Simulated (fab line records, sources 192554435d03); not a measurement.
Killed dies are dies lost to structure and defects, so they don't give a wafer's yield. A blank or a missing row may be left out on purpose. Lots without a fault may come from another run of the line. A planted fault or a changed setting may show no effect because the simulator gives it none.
Split-lot experiment | flow n5_finfet | 7 lots, 39 wafers read, on a route of 1938 steps

THE SPLIT
At N5_FIN_CUT_CUT_ETCH_26 (etches SiNx in CH3F/O2, target depth 39 nm, time 55.7 s), the setting time_s was moved away from the recipe's 55.7 s on 12 of the 39 wafers read, by -21.9% to +18.6%. The other wafers ran this setting at the recipe's value.

FROM THE SPLIT TO THE READING: what the file shows between them, 2 steps
- N5_FIN_CUT_CUT_ETCH_27: etches SiO2 in CHF3/O2, target depth 4 nm, overetch 2 nm, time 4.9 s
- N5_FIN_CUT_PRECLEAN_35: cleans in vHF, time 13.3 s

THE READING
SOC_of_FIN_CUT_COAT_18.thk_nm (the simulator's own value, which no gauge read), in nm, at N5_FIN_CUT_CUT_ETCH_15 (etches Si in HBr/Cl2/O2, target depth 100 nm, bt time 10 s, time 42.4 s). The file gives no usual value for it. The 27 wafers here that ran the recipe average 170.0 nm, standard deviation 0.81 nm.

wafer  | tool, chamber at the split | time_s as run, s | against the recipe | SOC_of_FIN_CUT_COAT_18.thk_nm, nm | against lot-mates on the recipe
L077.1 | rie_diel-02, 3             | 55.7             | recipe             | 169                               | -
L077.4 | rie_diel-02, 0             | 55.7             | recipe             | 169                               | -
L077.2 | rie_diel-02, 2             | 43.49            | -21.9%             | 175.4                             | +6.0
L077.3 | rie_diel-02, 1             | 43.49            | -21.9%             | 173.4                             | +4.0
L077.5 | rie_diel-02, 3             | 55.7             | recipe             | 170.2                             | -
L077.6 | rie_diel-02, 0             | 43.49            | -21.9%             | 174                               | +4.6
L079.1 | rie_diel-02, 1             | 55.7             | recipe             | 169.8                             | -
L079.2 | rie_diel-02, 3             | 55.7             | recipe             | 169                               | -
L079.6 | rie_diel-02, 3             | 55.7             | recipe             | 169                               | -
L079.3 | rie_diel-02, 2             | 66.05            | +18.6%             | 168.4                             | -0.9
L079.4 | rie_diel-02, 0             | 66.05            | +18.6%             | 166.4                             | -2.9
L079.5 | rie_diel-02, 2             | 66.05            | +18.6%             | 166.6                             | -2.7
L080.1 | rie_diel-06, 0             | 55.7             | recipe             | 171                               | -
L080.2 | rie_diel-06, 1             | 55.7             | recipe             | 169.8                             | -
L080.3 | rie_diel-06, 3             | 55.7             | recipe             | 170.8                             | -
L080.5 | rie_diel-06, 0             | 55.7             | recipe             | 170.8                             | -
L080.4 | rie_diel-06, 2             | 55.7             | recipe             | 170.6                             | -
L080.6 | rie_diel-06, 3             | 55.7             | recipe             | 170.6                             | -
L083.1 | rie_diel-04, 2             | 55.7             | recipe             | 169.6                             | -
L083.2 | rie_diel-04, 0             | 55.7             | recipe             | 171.6                             | -
L083.3 | rie_diel-04, 1             | 55.7             | recipe             | 171.2                             | -
L083.4 | rie_diel-04, 0             | 63.2             | +13.5%             | 169                               | -1.8
L083.5 | rie_diel-04, 1             | 63.2             | +13.5%             | 168                               | -2.8
L083.6 | rie_diel-04, 2             | 63.2             | +13.5%             | 167.8                             | -3.0
L086.1 | rie_diel-06, 1             | 55.7             | recipe             | 169.6                             | -
L086.2 | rie_diel-06, 2             | 55.7             | recipe             | 169.8                             | -
L086.3 | rie_diel-06, 3             | 55.7             | recipe             | 168.8                             | -
L086.4 | rie_diel-06, 0             | 55.7             | recipe             | 170.8                             | -
L086.5 | rie_diel-06, 0             | 55.7             | recipe             | 171                               | -
L086.6 | rie_diel-06, 3             | 55.7             | recipe             | 169.4                             | -
L087.1 | rie_diel-04, 0             | 55.7             | recipe             | 169.8                             | -
L087.2 | rie_diel-04, 3             | 55.7             | recipe             | 168.4                             | -
L087.3 | rie_diel-04, 1             | 51.07            | -8.3%              | 171                               | +1.6
L087.4 | rie_diel-04, 1             | 51.07            | -8.3%              | 171.4                             | +2.0
L087.5 | rie_diel-04, 3             | 51.07            | -8.3%              | 171.8                             | +2.4
L087.6 | rie_diel-04, 0             | 55.7             | recipe             | 170                               | -
L090.2 | rie_diel-04, 3             | 55.7             | recipe             | 170.2                             | -
L090.5 | rie_diel-04, 1             | 55.7             | recipe             | 170.2                             | -
L090.4 | rie_diel-04, 2             | 55.7             | recipe             | 169.6                             | -

THE FIT
A straight line over all 39 wafers: SOC_of_FIN_CUT_COAT_18.thk_nm changes by -0.169 nm for each +1% of time_s; r = -0.89; the points scatter about the line by 0.82 nm.
The same after taking each lot's own level away (the mean of its wafers on the recipe; 39 wafers): -0.183 nm for each +1%; r = -0.91; scatter 0.77 nm.
On that fit, the largest move of time_s shifts the reading by 4 nm.
The lots' own levels span 169.27 to 170.80 nm, that is 1.9 times the standard deviation above.
So the lot-to-lot level changes the slope little: the two slopes agree.
Check: with one of the wafers moved furthest among these (-21.9%) left out of the fit, the line predicts +3.83 nm for it against its lot-mates. It came out at +6 nm against them.

THE WHOLE CHAIN: every reading that the file lists as answering this split, in the file's order
step                   | what it does                                                            | reading                                                                        | change (the file's fit)               | r (the file's)
N5_FIN_CUT_CUT_ETCH_26 | etches SiNx in CH3F/O2, target depth 39 nm, time 55.7 s                 | etch.depth_nm (the simulator's own value, which no gauge read)                 | +0.384 nm for each +1% of the setting | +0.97
N5_FIN_CUT_CUT_ETCH_26 | etches SiNx in CH3F/O2, target depth 39 nm, time 55.7 s                 | SOC_of_FIN_CUT_COAT_18.thk_nm (the simulator's own value, which no gauge read) | -0.189 nm for each +1% of the setting | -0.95
N5_FIN_CUT_CUT_ETCH_15 | etches Si in HBr/Cl2/O2, target depth 100 nm, bt time 10 s, time 42.4 s | SOC_of_FIN_CUT_COAT_18.thk_nm (the simulator's own value, which no gauge read) | -0.183 nm for each +1% of the setting | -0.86

THE FILE'S OWN FIT
SOC_of_FIN_CUT_COAT_18.thk_nm changes by -0.183 nm for each +1% of time_s, r = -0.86.
